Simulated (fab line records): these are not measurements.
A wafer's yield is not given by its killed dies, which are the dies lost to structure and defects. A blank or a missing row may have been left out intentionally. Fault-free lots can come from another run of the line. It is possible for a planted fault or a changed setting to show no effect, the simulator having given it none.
Matching of chambers | flow nand harc | rie diel-06 running NHARC_P_M2_ETCH_35: 4 sister chambers
The step etches the open film in N2/H2, target depth 40 nm, overetch 12 nm, time 43.94 s. 14 wafers are shown with their chamber, then 7 later ones without.

== EACH WAFER AND ITS CHAMBER ==
wafer  | chamber | rf vpp V (V) | oes product au (a.u.) | throttle valve pct (%)
L426.2 | 2       | 434.0        | 0.991                 | 14.186
L426.3 | 3       | 426.0        | 0.987                 | 14.170
L426.5 | 2       | 434.7        | 0.994                 | 14.166
L429.1 | 3       | 425.8        | 0.995                 | 14.176
L429.2 | 1       | 435.5        | 1.007                 | 14.182
L429.4 | 0       | 432.5        | 0.992                 | 14.174
L435.1 | 1       | 435.4        | 1.002                 | 14.170
L435.3 | 2       | 435.2        | 0.995                 | 14.171
L435.5 | 2       | 434.0        | 1.004                 | 14.177
L439.1 | 2       | 436.4        | 1.012                 | 14.183
L439.4 | 0       | 431.2        | 0.989                 | 14.160
L439.6 | 3       | 427.4        | 1.002                 | 14.168
L438.1 | 2       | 434.8        | 0.999                 | 14.173
L438.4 | 0       | 431.5        | 0.985                 | 14.162

SIGNATURES (averages over the wafers above)
reading            | chamber 0 | chamber 1 | chamber 2 | chamber 3 | scatter within a chamber
rf vpp V           | 431.733   | 435.450   | 434.850   | 426.400   | 0.803
oes product au     | 0.98867   | 1.00450   | 0.99917   | 0.99467   | 0.0067
throttle valve pct | 14.16533  | 14.17600  | 14.17600  | 14.17133  | 0.00711
Rule: for a wafer and a chamber, the distance is found by dividing, reading by reading, the gap between the wafer's reading and the chamber's mean by the reading's scatter, squaring, summing and taking the root. If the next closest chamber is less than 2 further off than the closest, the wafer can't be placed; otherwise it belongs to the closest. How the scatter is found: for the shown wafers, subtract from each reading the mean of its chamber, square and add these, divide the total by (wafers less chambers), then take the root.

== WAFERS WITHOUT THEIR CHAMBER ==
wafer  | rf vpp V (V) | oes product au (a.u.) | throttle valve pct (%)
L438.6 | 426.8        | 0.994                 | 14.187
L442.1 | 436.1        | 1.015                 | 14.160
L442.2 | 426.9        | 1.007                 | 14.166
L442.3 | 435.4        | 1.010                 | 14.188
L446.3 | 435.0        | 1.022                 | 14.175
L446.4 | 431.5        | 0.981                 | 14.164
L446.6 | 430.4        | 0.984                 | 14.168

== CHAMBER TAKEN BY EACH ==
wafer  | from the rows above     | in truth
L438.6 | 3                       | 3
L442.1 | can't be placed: 1 or 2 | 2
L442.2 | 3                       | 3
L442.3 | can't be placed: 1 or 2 | 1
L446.3 | can't be placed: 1 or 2 | 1
L446.4 | 0                       | 0
L446.6 | 0                       | 0
Correct placement for 4 of the 7. Cannot be placed on the basis of these rows: 3; the candidates contain the true chamber in 3. Placed wrongly: 0.
